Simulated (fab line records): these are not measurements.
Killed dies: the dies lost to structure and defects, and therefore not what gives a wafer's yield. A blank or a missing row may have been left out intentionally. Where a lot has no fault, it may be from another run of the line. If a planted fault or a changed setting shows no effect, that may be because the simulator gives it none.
Chamber matching || flow nandHarc || rieDiel-11 running NHARC_A_CONTACT_ETCH_97: 4 sister chambers
The step etches the open film in C4F6/O2, target depth 20 nm, time 10 s. 4 wafers are shown with their chamber, then 8 later ones without.

## EACH WAFER AND ITS CHAMBER
{"wafer": "L923.2", "chamber": 2, "showerheadPlenumPTorr (Torr)": 4.02}
{"wafer": "L923.5", "chamber": 0, "showerheadPlenumPTorr (Torr)": 4.00}
{"wafer": "L924.6", "chamber": 3, "showerheadPlenumPTorr (Torr)": 4.21}
{"wafer": "L928.1", "chamber": 1, "showerheadPlenumPTorr (Torr)": 4.20}

## WAFERS WITH NO CHAMBER GIVEN
{"wafer": "L928.3", "showerheadPlenumPTorr (Torr)": 4.20}
{"wafer": "L928.5", "showerheadPlenumPTorr (Torr)": 4.00}
{"wafer": "L929.2", "showerheadPlenumPTorr (Torr)": 4.02}
{"wafer": "L929.4", "showerheadPlenumPTorr (Torr)": 4.20}
{"wafer": "L929.6", "showerheadPlenumPTorr (Torr)": 4.00}
{"wafer": "L930.2", "showerheadPlenumPTorr (Torr)": 4.02}
{"wafer": "L930.4", "showerheadPlenumPTorr (Torr)": 4.20}
{"wafer": "L930.5", "showerheadPlenumPTorr (Torr)": 3.99}

## EACH ONE'S CHAMBER
{"wafer": "L928.3", "from the rows above": 1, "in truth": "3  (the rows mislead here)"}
{"wafer": "L928.5", "from the rows above": 0, "in truth": 0}
{"wafer": "L929.2", "from the rows above": 2, "in truth": 2}
{"wafer": "L929.4", "from the rows above": 1, "in truth": 1}
{"wafer": "L929.6", "from the rows above": 0, "in truth": 0}
{"wafer": "L930.2", "from the rows above": 2, "in truth": 2}
{"wafer": "L930.4", "from the rows above": 1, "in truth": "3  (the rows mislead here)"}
{"wafer": "L930.5", "from the rows above": 0, "in truth": 0}
Correctly placed: 6 of 8. Can't be placed from these rows: 0. Placed wrongly: 2.
How it was worked out, from the rows above alone: a wafer's distance from a chamber is the root of the sum, over the readings, of the square of ((its reading less the chamber's mean) divided by the reading's scatter). The wafer belongs to the nearest chamber; if the next one is less than 2 further off, it can't be placed. For every chamber, the mean is computed from those of its wafers that are shown. The scatter: root of mean squared gap, hidden wafer to nearest shown wafer, with one shown wafer a chamber.
